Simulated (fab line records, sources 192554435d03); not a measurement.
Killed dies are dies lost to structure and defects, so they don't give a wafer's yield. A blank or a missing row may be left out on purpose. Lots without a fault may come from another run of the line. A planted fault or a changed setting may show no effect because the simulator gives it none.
fab line records | flow n5_finfet
record lots=7 wafers=39
route steps=1938 shown MOL_CONTACT_COAG@542 BEOL_M0@731
start_h: hours from the record's first day to the start of the lot's first wafer shown | wait_h: hours since the lot's step before | " the same as in the row above | L1.1+2: a row that stands for several wafers | - no value, or no start given | * or withheld: withheld | < > ~ a bound
route shown NAME@n: a module of which the file shows steps, and the number in the route of the first | usual: mean/standard deviation of fault-free wafers | same: alike in all rows | chamber/n: place in a boat | sites: the reading at each site | _std_site: their standard deviation | _edge_site: outer sites' mean less inner sites' | radius_mm: how far each site lies from the wafer's centre | mask NAME#n: copy n | behind: the tool/chamber that last shaped the wafer | hold: why the lot was held/for how many hours/how that ended | device: the transistor (n, p or np) that didn't switch | end of line: the same wafers' tests at the end of the route | a step without rows: its recipe alone | killed: dies lost to structure and defects at the first sort, not the wafer's yield | map: a wafer's dies, x killed, . not, _ none there
set.NAME: the setting as run; set.NAME@STEP: as run at that earlier step | model.NAME: the simulator's own value behind a step, which no gauge read
lots whose settings were changed on purpose; a table a step, a row a wafer
## steps
# step N5_MOL_CONTACT_COAG_PRECLEAN_111
# recipe chemistry=NF3:NH3 afs_cycles=1 temp_c=30 time_s=20 sublimation_temp_c=180 sublimation_time_s=60 pressure_torr=3 rf_power_w=30
# columns lot.wafer tool chamber start_h wait_h set.time_s model.SiNx_of_SPACER0_ALD_07.thk_nm model.SiNx_of_GATE_CUT_SAC_CAP_01.thk_nm
L075.1+6 remote_plasma-01 1 99.35 0.8 20 1 20.2
L075.2+3+5 " 1 " " 29.13 0.8 20
L075.4 " 1 " " 20 1.2 20.4
L078.1 remote_plasma-01 1 119.52 0.2 20 1.2 20.4
L078.4+5 " 1 " " 20 1 20.4
L082.1+2+5 remote_plasma-01 0 143.60 1.5 31.2 0.6 20
L082.3 " 0 " " 20 1 20.4
L082.4 " 0 " " 20 1 20.2
L082.6 " 0 " " 20 1.2 20.4
L083.1 remote_plasma-01 1 147.68 0.2 20 1.2 20.4
L083.2+4 " 1 " " 10.28 1.4 20.8
L083.3 " 1 " " 20 1 20.2
L083.5 " 1 " " 10.28 1.4 20.6
L083.6 " 1 " " 20 1 20.4
L084.1 remote_plasma-01 1 155.04 0.2 20 1.2 20.4
L084.2+4+6 " 1 " " 28.13 0.8 20
L084.3+5 " 1 " " 20 1 20.4
L086.1+3 remote_plasma-02 0 163.94 0.2 20 1 20.2
L086.2+4+5 " 0 " " 16.09 1.2 20.4
L086.6 " 0 " " 20 1 20.4
L089.1+2+4 remote_plasma-02 1 177.63 0.2 20 1.2 20.2
L089.3 " 1 " " 31.46 0.6 19.8
L089.5+6 " 1 " " 31.46 0.8 19.8
# step N5_MOL_CONTACT_COAG_TI_SIL_19
# recipe material=Ti target_thk_a=42 temp_c=200 chamber_pressure_pa=5 power_w=5000 time_s=15
# step N5_MOL_CONTACT_COAG_ALD_20
# recipe material=TiN target_thk_a=15 temp_c=400 ald_precursor_family=TiCl4 ald_co_reactant=NH3 pulse_time_s=1 purge_time_s=3 co_reactant_purge_time_s=2 co_reactant_pulse_time_s=2 ald_cycles=68 pressure_torr=3
# step N5_MOL_CONTACT_COAG_PRECLEAN_125
# recipe chemistry=DIW time_s=57.5 temp_c=23
# step N5_MOL_CONTACT_COAG_SRD_126
# recipe dry_time_s=32 dry=n2_spin spin_rpm=1500
# step N5_MOL_CONTACT_COAG_CMP_23
# recipe stop_on=SiO2 t_overpolish_s=1.5 post_cmp_clean=cu_alkaline down_force_psi=2 platen_rpm=50.289 pad_velocity_m_s=1.0006 target_thk_nm=0
# columns lot.wafer tool chamber start_h wait_h set.time_s@MOL_CONTACT_COAG_PRECLEAN_111 model.SiNx_of_GATE_CUT_SAC_CAP_01.thk_nm
L075.3+2+5 cmp-03 1,3,1 103.22 0.0 29.13 18
L075.4+1+6 " 2,0,2 " " 20 18.2
L078.4+1+5 cmp-02 0,2,0 127.29 0.1 20 18.4
L082.2+1+5 cmp-02 2,0,3 147.71 0.0 31.2 18
L082.3+6 " 3,2 " " 20 18.4
L082.4 " 1 " " 20 18.2
L083.3+1+6 cmp-03 3,2,3 153.21 0.0 20 18.2
L083.2+4+5 " 0,1,0 " " 10.28 18.6
L084.4+2+6 cmp-02 2,1,2 160.37 0.1 28.13 18
L084.1+3 " 3,0 " " 20 18.4
L084.5 " 3 " " 20 18.2
L086.3+1+6 cmp-04 1,3,2 173.05 0.0 20 18.2
L086.4+2+5 " 2,0,1 " " 16.09 18.4
L089.4+1+2 cmp-04 2,0,1 184.54 0.0 20 18.2
L089.3+5+6 " 3,2,3 " " 31.46 17.8
# step N5_MOL_CONTACT_COAG_WET_ETCH_26
# recipe target=Co target_depth_nm=13
# columns lot.wafer tool chamber start_h wait_h set.time_s@MOL_CONTACT_COAG_PRECLEAN_111 model.SiNx_of_GATE_CUT_SAC_CAP_01.thk_nm
L075.1+4+6 wet_bench-03 0,1,5 103.57 0.0 20 18.2
L075.2+3+5 " 3,4,2 " " 29.13 17.8
L078.1+5 wet_bench-03 7,3 127.60 0.0 20 18.4
L078.4 " 1 " " 20 18.2
L082.1 wet_bench-01 1 148.06 0.0 31.2 17.8
L082.2+5 " 6,7 " " 31.2 18
L082.3+4 " 5,2 " " 20 18.2
L082.6 " 0 " " 20 18.4
L083.1+3+6 wet_bench-03 6,3,0 153.56 0.0 20 18.2
L083.2+4+5 " 4,7,5 " " 10.28 18.6
L084.1+3+5 wet_bench-01 7,1,0 160.72 0.0 20 18.2
L084.2+4+6 " 3,4,2 " " 28.13 18
L086.1 wet_bench-06 0 173.41 0.0 20 18
L086.2+5 " 2,3 " " 16.09 18.2
L086.3+6 " 7,1 " " 20 18.2
L086.4 " 4 " " 16.09 18.4
L089.1+4 wet_bench-06 1,3 184.89 0.0 20 18.2
L089.2 " 0 " " 20 18
L089.3+5+6 " 6,2,7 " " 31.46 17.8
# step N5_MOL_CONTACT_COAG_WET_ETCH_116
# recipe chemistry=SC1-inhibited target_depth_nm=4.6 dry=ipa_marangoni rinse_time_s=30 rinse_temp_c=23
# columns lot.wafer tool chamber start_h wait_h set.time_s@MOL_CONTACT_COAG_PRECLEAN_111 model.SiNx_of_GATE_CUT_SAC_CAP_01.thk_nm
L075.1+4+6 wet_bench-03 0,1,5 103.72 0.0 20 18.2
L075.2+3+5 " 3,4,2 " " 29.13 17.8
L078.1 wet_bench-03 7 127.76 0.0 20 18.4
L078.4+5 " 1,3 " " 20 18.2
L082.1 wet_bench-01 1 153.08 4.9 31.2 17.8
L082.2+5 " 6,7 " " 31.2 18
L082.3+4+6 " 5,2,0 " " 20 18.2
L083.1+3+6 wet_bench-03 6,3,0 153.74 0.0 20 18.2
L083.2+4 " 4,7 " " 10.28 18.6
L083.5 " 5 " " 10.28 18.4
L084.1+3+5 wet_bench-01 7,1,0 160.87 0.0 20 18.2
L084.2+4 " 3,4 " " 28.13 18
L084.6 " 2 " " 28.13 17.8
L086.1 wet_bench-06 0 173.56 0.0 20 18
L086.2+5 " 2,3 " " 16.09 18.2
L086.3+6 " 7,1 " " 20 18.2
L086.4 " 4 " " 16.09 18.4
L089.1+2 wet_bench-06 1,0 185.05 0.0 20 18
L089.3 " 6 " " 31.46 17.6
L089.4 " 3 " " 20 18.2
L089.5+6 " 2,7 " " 31.46 17.8
# step N5_MOL_CONTACT_COAG_ALD_27
# recipe material=SiOC target_thk_a=170 temp_c=400 ald_precursor_family=carbosiloxane ald_co_reactant=H2-plasma pulse_time_s=1.5 time_s=2720 purge_time_s=2 co_reactant_purge_time_s=2 ald_cycles=340 pressure_torr=2
# step N5_MOL_CONTACT_COAG_CMP_28
# recipe stop_on=SiNx t_overpolish_s=0.85 post_cmp_clean=alkaline_brush down_force_psi=4.15 platen_rpm=51.8 pad_velocity_m_s=1.0307 target_thk_nm=14.522
# columns lot.wafer tool chamber start_h wait_h set.time_s@MOL_CONTACT_COAG_PRECLEAN_111 model.SiNx_of_GATE_CUT_SAC_CAP_01.thk_nm
L075.1+6 cmp-02 2 105.61 0.8 20 17.8
L075.2+3+5 " 3,0,3 " " 29.13 17.6
L075.4 " 1 " " 20 18
L078.4+1+5 cmp-04 1,3,1 129.72 0.8 20 18
L082.1+2+5 cmp-04 3,0,3 154.97 0.8 31.2 17.6
L082.4 " 1 " " 20 17.8
L082.3+6 " 2,0 " " 20 18
L083.2+4+5 cmp-04 1,0,1 155.68 0.8 10.28 18.2
L083.3 " 2 " " 20 17.8
L083.1+6 " 3,2 " " 20 18
L084.1+3+5 cmp-02 2,1,3 162.98 0.8 20 18
L084.2+6 " 3,2 " " 28.13 17.6
L084.4 " 0 " " 28.13 17.8
L086.2+4+5 cmp-04 1,2,2 175.45 0.8 16.09 18
L086.1+3+6 " 3,0,1 " " 20 17.8
L089.2+1+4 cmp-04 3,0,1 186.97 0.8 20 17.8
L089.3+5+6 " 2,3,0 " " 31.46 17.4
# step N5_MOL_CONTACT_COAG_THK_MEAS_29
# recipe reads=SiNx_of_GATE_CUT_PECVD_57+SiNx_of_GATE_CUT_SAC_CAP_01
# usual MD_CAP_THK=17.91/0.086
# columns lot.wafer tool chamber start_h wait_h set.time_s@MOL_CONTACT_COAG_PRECLEAN_111 MD_CAP_THK[nm]
L075.1 film_metro-02 - 105.90 - 20 17.90
L075.2 " - " " 29.13 17.68
L075.3 " - " " 29.13 17.55
L075.4 " - " " 20 17.87
L075.5 " - " " 29.13 17.63
L075.6 " - " " 20 17.90
L078.1 film_metro-01 - 129.98 - 20 18.05
L078.4 " - " " 20 17.99
L078.5 " - " " 20 18.05
L082.1 film_metro-02 - 155.27 - 31.2 17.62
L082.2 " - " " 31.2 17.68
L082.3 " - " " 20 18.01
L082.4 " - " " 20 17.84
L082.5 " - " " 31.2 17.71
L082.6 " - " " 20 18.08
L083.1 film_metro-01 - 155.98 - 20 17.93
L083.2 " - " " 10.28 18.24
L083.3 " - " " 20 17.84
L083.4 " - " " 10.28 18.22
L083.5 " - " " 10.28 18.20
L083.6 " - " " 20 17.94
L084.1 film_metro-02 - 163.28 - 20 17.96
L084.2 " - " " 28.13 17.63
L084.3 " - " " 20 18.00
L084.4 " - " " 28.13 17.63
L084.5 " - " " 20 17.97
L084.6 " - " " 28.13 17.60
L086.1 film_metro-01 - 175.74 - 20 17.80
L086.2 " - " " 16.09 17.96
L086.3 " - " " 20 17.88
L086.4 " - " " 16.09 18.08
L086.5 " - " " 16.09 17.94
L086.6 " - " " 20 17.85
L089.1 film_metro-02 - 187.26 - 20 17.84
L089.2 " - " " 20 17.75
L089.3 " - " " 31.46 17.40
L089.4 " - " " 20 17.84
L089.5 " - " " 31.46 17.50
L089.6 " - " " 31.46 17.45
# step N5_MOL_CONTACT_COAG_ALD_123
# recipe material=SiNx target_thk_a=50 temp_c=400 ald_precursor_family=SiH2I2 ald_co_reactant=N2/H2-plasma pulse_time_s=1 purge_time_s=2 co_reactant_purge_time_s=2 ald_cycles=100 pressure_torr=2
# step N5_MOL_CONTACT_COAG_PECVD_31
# recipe material=SiO2 target_thk_a=460 temp_c=400 precursor=TEOS/O2 pressure_torr=6.5 rf_w=withheld teos_flow_sccm=withheld gas=O2 flow_sccm=2650 time_s=8.9
# step N5_MOL_CONTACT_COAG_VIA_ETCH_46
# recipe chemistry=C4F6/O2 target_depth_a=460 overetch_a=92 mask_material=SOC target=SiO2 bias_w=455 pressure_mtorr=10 time_s=40 source_w=325 Ar_flow_sccm=300 C4F6_flow_sccm=10 O2_flow_sccm=10 ion_energy_ev=575.3 ends=end_point
# step N5_MOL_CONTACT_COAG_STRIP_96
# recipe chemistry=N2/H2 power_w=500 temp_c=40 pressure_mtorr=50 rf_frequency_hz=6e+07 overash_fraction=0.3 bias_power_w=28 h2_frac=0.5 n2_flow_sccm=300 h2_flow_sccm=300
# step N5_MOL_CONTACT_COAG_ETCH_47
# recipe chemistry=CH3F/O2 target=SiNx target_depth_a=270 mask_material=SiO2 stop_on=W over_etch_frac=0.2 ion_energy_ev=120 endpoint=OES-CN pressure_mtorr=30 source_w=395 bias_w=73 Ar_flow_sccm=150 CH3F_flow_sccm=30 O2_flow_sccm=20 ends=end_point
# columns lot.wafer tool chamber start_h wait_h set.time_s@MOL_CONTACT_COAG_PRECLEAN_111 model.etch.depth_nm model.MOL_CONTACT_COAG.feature_depth_nm
L075.1+6 rie_diel-05 3,2 107.54 0.0 20 17.86 18.4
L075.2+3 " 1,2 " " 29.13 17.59 18.2
L075.4 " 3 " " 20 17.94 18.6
L075.5 " 1 " " 29.13 17.58 18.2
L078.1 rie_diel-06 2 131.98 0.0 20 18.07 18.6
L078.4 " 1 " " 20 17.97 18.6
L078.5 " 2 " " 20 18.02 18.6
L082.1 rie_diel-05 0 157.08 0.0 31.2 17.57 18.2
L082.2+5 " 1 " " 31.2 17.67 18.2
L082.3 " 3 " " 20 17.97 18.6
L082.4 " 0 " " 20 17.88 18.4
L082.6 " 3 " " 20 18.03 18.6
L083.1 rie_diel-06 0 157.73 0.0 20 17.93 18.6
L083.2 " 3 " " 10.28 18.27 18.8
L083.3 " 2 " " 20 17.87 18.4
L083.4 " 1 " " 10.28 18.25 18.8
L083.5 " 2 " " 10.28 18.22 18.8
L083.6 " 1 " " 20 17.91 18.4
L084.1 rie_diel-02 0 164.99 0.0 20 17.98 18.6
L084.2 " 2 " " 28.13 17.65 18.2
L084.3 " 3 " " 20 17.99 18.6
L084.4 " 2 " " 28.13 17.7 18.4
L084.5 " 3 " " 20 17.94 18.6
L084.6 " 0 " " 28.13 17.62 18.2
L086.1 rie_diel-06 2 178.05 0.0 20 17.79 18.4
L086.2 " 0 " " 16.09 17.97 18.6
L086.3 " 3 " " 20 17.87 18.4
L086.4 " 2 " " 16.09 18.06 18.6
L086.5 " 0 " " 16.09 17.98 18.6
L086.6 " 3 " " 20 17.9 18.4
L089.1 rie_diel-06 0 189.69 0.0 20 17.82 18.4
L089.2 " 3 " " 20 17.77 18.4
L089.3 " 2 " " 31.46 17.44 18
L089.4 " 1 " " 20 17.85 18.4
L089.5 " 0 " " 31.46 17.48 18
L089.6 " 3 " " 31.46 17.45 18
# step N5_BEOL_M0_ALD_136
# recipe material=TaN target_thk_a=* temp_c=275 ald_precursor_family=PDMAT ald_co_reactant=NH3 pressure_torr=3 carrier_flow_sccm=1500 pulse_time_s=2 purge_time_s=3 co_reactant_purge_time_s=2 co_reactant_pulse_time_s=3 ald_cycles=30 precursor_vessel_temp_c=75 precursor_vessel_pressure_torr=26.25 precursor_vessel_carrier_sccm=1000
# columns lot.wafer tool chamber start_h wait_h set.ald_cycles model.TaN_of_BEOL_M0_ALD_136.thk_nm
L075.1+2+3+4+5+6 ald_metal-02 2,3,1,0,1,0 123.46 0.0 30 *
L078.1+4+5 ald_metal-03 2,0,0 152.66 0.1 30 *
L082.1+3 ald_metal-01 3,0 174.03 0.0 30 *
L082.2+4+5+6 " 1,2,3,0 " " 30 *
L083.1+2+4 ald_metal-03 2,3,0 182.02 0.0 43 *
L083.3+5+6 " 1,0,1 " " 30 *
L084.1+2+4+6 ald_metal-01 2,0,1,2 184.37 0.0 30 *
L084.3+5 " 3 " " 30 *
L086.1+2+4 ald_metal-02 2,1,3 198.84 0.0 13 *
L086.3+5 " 0,1 " " 30 *
L086.6 " 0 " " 30 *
L089.1+2+3 ald_metal-01 0,2,1 211.59 0.1 16 *
L089.4+6 " 3,1 " " 30 *
L089.5 " 2 " " 30 *
# step N5_BEOL_M0_SURFACE_TREAT_137
# recipe gas=Ar time_s=* ion_energy_ev=* ion_current_ma_cm2=0.5 pressure_mtorr=* ar_flow_sccm=30
# step N5_BEOL_M0_CVD_115
# recipe material=Co target_thk_a=* temp_c=withheld precursor=CCTBA/H2 pressure_torr=30 time_s=120
# step N5_BEOL_M0_ECD_118
# recipe material=Cu target_thk_a=3000
# step N5_BEOL_M0_ANNEAL_119
# recipe temp_c=225 time_s=90 ambient=N2
# step N5_BEOL_M0_CMP_120
# recipe stop_on=SiOC t_overpolish_s=6.9 down_force_psi=1 platen_rpm=50 clearing_platen_down_force_psi=1.5 clearing_platen_rpm=50 post_cmp_clean=cu_alkaline clearing_platen_pad_velocity_m_s=0.99484 pad_velocity_m_s=0.99484
# usual barrier_field_endpoint_s=3.66/0.12
# columns lot.wafer tool chamber start_h wait_h set.ald_cycles@BEOL_M0_ALD_136 barrier_field_endpoint_s
L075.1 cmp-04 0 125.49 0.3 30 3.56
L075.2 " 1 " " 30 3.71
L075.4 " 2 " " 30 3.75
L075.3 " 3 " " 30 3.70
L075.5 " 0 " " 30 3.52
L075.6 " 1 " " 30 3.57
L078.1 cmp-03 2 154.03 0.3 30 3.62
L078.4 " 0 " " 30 3.75
L078.5 " 1 " " 30 3.79
L082.4 cmp-01 3 176.69 0.1 30 3.67
L082.3 " 0 " " 30 3.76
L082.2 " 1 " " 30 3.75
L082.1 " 2 " " 30 3.67
L082.5 " 3 " " 30 3.75
L082.6 " 0 " " 30 3.85
L083.3 cmp-04 1 183.70 0.2 30 3.83
L083.2 " 2 " " 43 4.40
L083.4 " 3 " " 43 4.50
L083.1 " 0 " " 43 4.63
L083.6 " 1 " " 30 3.81
L083.5 " 2 " " 30 3.79
L084.4 cmp-04 3 185.74 0.1 30 3.63
L084.2 " 0 " " 30 3.46
L084.3 " 1 " " 30 3.64
L084.1 " 2 " " 30 3.68
L084.6 " 3 " " 30 3.56
L084.5 " 0 " " 30 3.62
L086.3 cmp-01 0 201.08 0.2 30 3.55
L086.4 " 1 " " 13 2.54
L086.1 " 2 " " 13 2.55
L086.2 " 3 " " 13 2.44
L086.6 " 0 " " 30 3.51
L086.5 " 1 " " 30 3.60
L089.1 cmp-01 2 213.99 0.3 16 2.96
L089.4 " 3 " " 30 3.55
L089.2 " 0 " " 16 2.96
L089.3 " 1 " " 16 2.83
L089.5 " 2 " " 30 3.75
L089.6 " 3 " " 30 3.61
## key
split step=N5_MOL_CONTACT_COAG_PRECLEAN_111 setting=time_s stated=20 by=wafer
response step=N5_MOL_CONTACT_COAG_PRECLEAN_111 reading=model.SiNx_of_SPACER0_ALD_07.thk_nm change=-0.00744 per=1% r=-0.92
response step=N5_MOL_CONTACT_COAG_PRECLEAN_111 reading=model.SiNx_of_GATE_CUT_SAC_CAP_01.thk_nm change=-0.00714 per=1% r=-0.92
response step=N5_MOL_CONTACT_COAG_CMP_23 reading=model.SiNx_of_GATE_CUT_SAC_CAP_01.thk_nm change=-0.00679 per=1% r=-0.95
response step=N5_MOL_CONTACT_COAG_WET_ETCH_26 reading=model.SiNx_of_GATE_CUT_SAC_CAP_01.thk_nm change=-0.00668 per=1% r=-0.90
response step=N5_MOL_CONTACT_COAG_WET_ETCH_116 reading=model.SiNx_of_GATE_CUT_SAC_CAP_01.thk_nm change=-0.00635 per=1% r=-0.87
response step=N5_MOL_CONTACT_COAG_CMP_28 reading=model.SiNx_of_GATE_CUT_SAC_CAP_01.thk_nm change=-0.00653 per=1% r=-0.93
response step=N5_MOL_CONTACT_COAG_THK_MEAS_29 reading=MD_CAP_THK change=-0.00639 per=1% r=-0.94
response step=N5_MOL_CONTACT_COAG_ETCH_47 reading=model.etch.depth_nm change=-0.00656 per=1% r=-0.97
split step=N5_BEOL_M0_ALD_136 setting=ald_cycles stated=30 by=wafer
response step=N5_BEOL_M0_ALD_136 reading=model.TaN_of_BEOL_M0_ALD_136.thk_nm change=* per=1% r=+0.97
response step=N5_BEOL_M0_CMP_120 reading=barrier_field_endpoint_s change=+0.0169 per=1% r=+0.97
